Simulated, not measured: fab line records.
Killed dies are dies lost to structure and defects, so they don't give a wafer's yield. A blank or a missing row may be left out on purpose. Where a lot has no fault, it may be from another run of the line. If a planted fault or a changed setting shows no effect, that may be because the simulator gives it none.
Split-lot experiment | flow n5_finfet | 7 lots, 21 wafers read, on a route of 1938 steps

## THE SPLIT ITSELF
At N5_BEOL_M0_ETCH_109 (etches SiCN in CH3F/O2, target depth 8 nm, overetch 2.4 nm, time 27.4 s), the setting bias_w was moved away from the recipe's 75 W on 9 of the 21 wafers read, by -14.1% to +11.5%. All remaining wafers had this setting at the recipe value.

The reading comes from the split's own step.

## THE READING
rf_vpp_V, in V, at N5_BEOL_M0_ETCH_109 (etches SiCN in CH3F/O2, target depth 8 nm, overetch 2.4 nm, time 27.4 s). On this fab line, fault-free wafers typically give 296.6 V with a standard deviation of 1.3 V.

wafer  | tool, chamber at the split | bias_w as run, W | against the recipe | rf_vpp_V, V | against lot-mates on the recipe
L074.1 | rie_diel-01, 2             | 75               | recipe             | 296.0       | -
L074.2 | rie_diel-01, 1             | 75               | recipe             | 294.9       | -
L074.3 | rie_diel-01, 0             | 75               | recipe             | 296.2       | -
L075.1 | rie_diel-01, 1             | 66.51            | -11.3%             | 276.1       | -20.7
L075.3 | rie_diel-01, 0             | 75               | recipe             | 296.8       | -
L075.5 | rie_diel-01, 1             | 66.51            | -11.3%             | 275.0       | -21.8
L081.2 | rie_diel-01, 2             | 75               | recipe             | 296.4       | -
L081.3 | rie_diel-01, 3             | 80.23            | +7.0%              | 309.0       | +12.6
L081.4 | rie_diel-01, 3             | 80.23            | +7.0%              | 308.0       | +11.6
L084.3 | rie_diel-01, 0             | 75               | recipe             | 295.2       | -
L084.4 | rie_diel-01, 3             | 75               | recipe             | 297.3       | -
L084.6 | rie_diel-01, 0             | 64.44            | -14.1%             | 270.5       | -25.8
L085.1 | rie_diel-06, 3             | 68.93            | -8.1%              | 282.4       | -14.8
L085.2 | rie_diel-06, 2             | 75               | recipe             | 297.3       | -
L085.6 | rie_diel-06, 2             | 75               | recipe             | 297.1       | -
L092.2 | rie_diel-01, 0             | 75               | recipe             | 296.6       | -
L092.3 | rie_diel-01, 3             | 83.63            | +11.5%             | 317.3       | +20.7
L092.5 | rie_diel-01, 0             | 83.63            | +11.5%             | 316.2       | +19.6
L094.2 | rie_diel-01, 3             | 75               | recipe             | 296.3       | -
L094.3 | rie_diel-01, 1             | 78.88            | +5.2%              | 306.0       | +9.5
L094.6 | rie_diel-01, 1             | 75               | recipe             | 296.6       | -

THE FIT
A straight line over all 21 wafers: rf_vpp_V changes by +1.8 V for each +1% of bias_w; r = +1.00; the points scatter about the line by 0.71 V.
The same after taking each lot's own level away (the mean of its wafers on the recipe; 21 wafers): +1.81 V for each +1%; r = +1.00; scatter 0.6 V.
The reading moves by 25 V for the largest change in bias_w, on that fit.
The span of the lots' own levels, 295.70 to 297.20 V, comes to 1.2 times the standard deviation stated above.
Consequently the slope shifts little with the lot-to-lot level, the two slopes agreeing.
Check: -25.7 V against its lot-mates is what the line predicts for one of the wafers moved furthest among these (-14.1%) when that wafer is left out of the fit. It came out at -25.8 V against them.
Tool readings at the split's step, against how far the setting was moved: rf_vpp_V r = +1.00.

## THE OTHER SPLITS THESE WAFERS WENT THROUGH
Note: prior to the reading, these wafers also went through further splits. Each is held against what the fit with the lots' levels taken away leaves over:
other split on the same wafers       | wafers away from the commonest value | r with rf_vpp_V (lot level and that fit taken away)
N5_BEOL_M0_SAQP_EXPOSE_37 dose_mj    | 7                                    | +0.06
N5_BEOL_M0_SAQP_CUT_ETCH_46 source_w | 8                                    | -0.41

## THE FILE'S OWN FIT
rf_vpp_V changes by +1.82 V for each +1% of bias_w, r = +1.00.
